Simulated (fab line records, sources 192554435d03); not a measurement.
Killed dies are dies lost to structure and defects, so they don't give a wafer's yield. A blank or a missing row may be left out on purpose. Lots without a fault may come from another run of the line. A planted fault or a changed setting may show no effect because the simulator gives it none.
A struck lot beside a sound one | flow n5_finfet | 16 steps out of a route of 1938
Sound: wafers L775.1, L775.4, L775.5. Struck: wafers L766.1, L766.4, L766.6. The cause comes at the end.
At each step with rows: each side's tool, then ch and its chambers, then its first start. Under that, the readings that differ: sound wafers | struck wafers | difference of the means | sigmas: that difference in standard deviations of wafers without a fault.
alike: readings whose means differ by less than 2 such deviations, and words and numbers that are the same on both sides. not compared: withheld readings, readings that some wafer has no value for, bounds like >300 that may hide the same value, and numbers for which the record gives no deviation and whose values overlap.
The two part at a step that has a row with sigmas, a row that says differs or no value, or rows on one side only. Numbers that don't overlap but have no deviation are shown without sigmas and don't part them. A reading that every wafer of one side lacks parts them only if that side has two wafers or more.

first, 4 steps without rows for these wafers: N5_BEOL_M9_SOFTBAKE_06 (time 60 s); N5_BEOL_M9_EXPOSE_08 (exposes mask M9); N5_BEOL_M9_PEB_09 (peb time 60 s); N5_BEOL_M9_DEVELOP_10 (develop time 30 s).
N5_BEOL_M9_CD_MEAS_11: target cd 64.1 nm.
  sound on cd_sem-03 ch 0, day 16 15:11; struck on cd_sem-03 ch 0, day 15 09:25
  alike: cd_nm
N5_BEOL_M9_OVL_MEAS_12:
  sound on overlay-01 ch 0, day 16 15:13; struck on overlay-02 ch 0, day 15 09:27
  alike: M9_OVL
N5_BEOL_M9_INSPECT_13: inspects for defects (brightfield).
  sound on defect_inspect-01, day 16 15:14; struck on defect_inspect-01, day 15 09:28
  alike: raw_defect_count
N5_BEOL_M9_DESCUM_16: chemistry O2, time 7.9 s.
  sound on rie_diel-03 ch 0,1,3, day 16 15:16; struck on rie_diel-02 ch 0,1,2, day 15 09:31
  alike: drypump_motor_current_A, oes_product_au, rf_vpp_V, showerhead_plenum_p_Torr, throttle_valve_pct
  not compared: rf_hours_counter_h
N5_BEOL_M9_ETCH_61: etches SiARC in CF4, target depth 39 nm, time 65 s.
  sound on rie_diel-03 ch 0,1,3, day 16 15:18; struck on rie_diel-02 ch 0,1,2, day 15 09:32
  alike: cf4_flow_sccm, drypump_motor_current_A, etch_rf_on_time_s, oes_product_au, rf_vpp_V, showerhead_plenum_p_Torr, throttle_valve_pct
  not compared: rf_hours_counter_h
N5_BEOL_M9_ETCH_62: etches SOC in N2/H2, target depth 110 nm, overetch 22 nm, time 165 s.
  sound on rie_diel-03 ch 0,1,3, day 16 15:21; struck on rie_diel-02 ch 0,1,2, day 15 09:35
  alike: drypump_motor_current_A, h2_flow_sccm, oes_product_au, rf_vpp_V, showerhead_plenum_p_Torr, throttle_valve_pct
  not compared: rf_hours_counter_h
then, 1 step without rows for these wafers: N5_BEOL_M9_STRIP_68 (strips in N2/H2).
N5_BEOL_M9_STRIP_67: strips in CF4.
  sound on rie_diel-03 ch 0,1,3, day 16 15:30; struck on rie_diel-02 ch 0,1,2, day 15 09:44
  alike: cf4_flow_sccm, drypump_motor_current_A, oes_product_au, rf_vpp_V, showerhead_plenum_p_Torr, throttle_valve_pct
  not compared: rf_hours_counter_h
N5_BEOL_M9_HM_OPEN_17: chemistry Cl2/BCl3, target TiN, target depth 20 nm, overetch 6 nm.
  sound on rie_metal-01 ch 0, day 16 15:32; struck on rie_metal-02 ch 0,1, day 15 09:47
  no value came back on the struck wafers for any of 5 readings (bcl3_flow_sccm (sccm), bias_w (W) and others); on the sound wafers bcl3_flow_sccm (sccm) reads 21.65 21.67 21.66
  reading                                  | sound          | struck       | difference | sigmas
  model.SOC_of_BEOL_M9_COAT_59.thk_nm (nm) | 92.4 92.6 92.8 | 100 99.8 100 | +7         |
  not compared: rf_hours_counter_h
N5_BEOL_M9_STRIP_19: strips in O2.
  sound on rie_diel-05 ch 1,2,3, day 16 15:41; struck on rie_diel-05 ch 1,2,3, day 15 09:53
  alike: drypump_motor_current_A, oes_product_au, rf_vpp_V, showerhead_plenum_p_Torr, throttle_valve_pct
  not compared: rf_hours_counter_h
N5_BEOL_M9_CD_MEAS_18: pitch 140 nm, target cd 70 nm.
  sound on cd_sem-01, day 16 15:45; struck on cd_sem-02, day 15 09:58
  reading    | sound          | struck | difference                    | sigmas
  cd_nm (nm) | 70.7 69.4 69.9 | - - -  | no value on the struck wafers |
then, 1 step without rows for these wafers: N5_BEOL_M9_COAT_63 (time 60 s, resist thk 60 nm).

WHERE THEY PART
First at N5_BEOL_M9_HM_OPEN_17; last, within this record, at N5_BEOL_M9_CD_MEAS_18.

WHY: what the simulator had put in
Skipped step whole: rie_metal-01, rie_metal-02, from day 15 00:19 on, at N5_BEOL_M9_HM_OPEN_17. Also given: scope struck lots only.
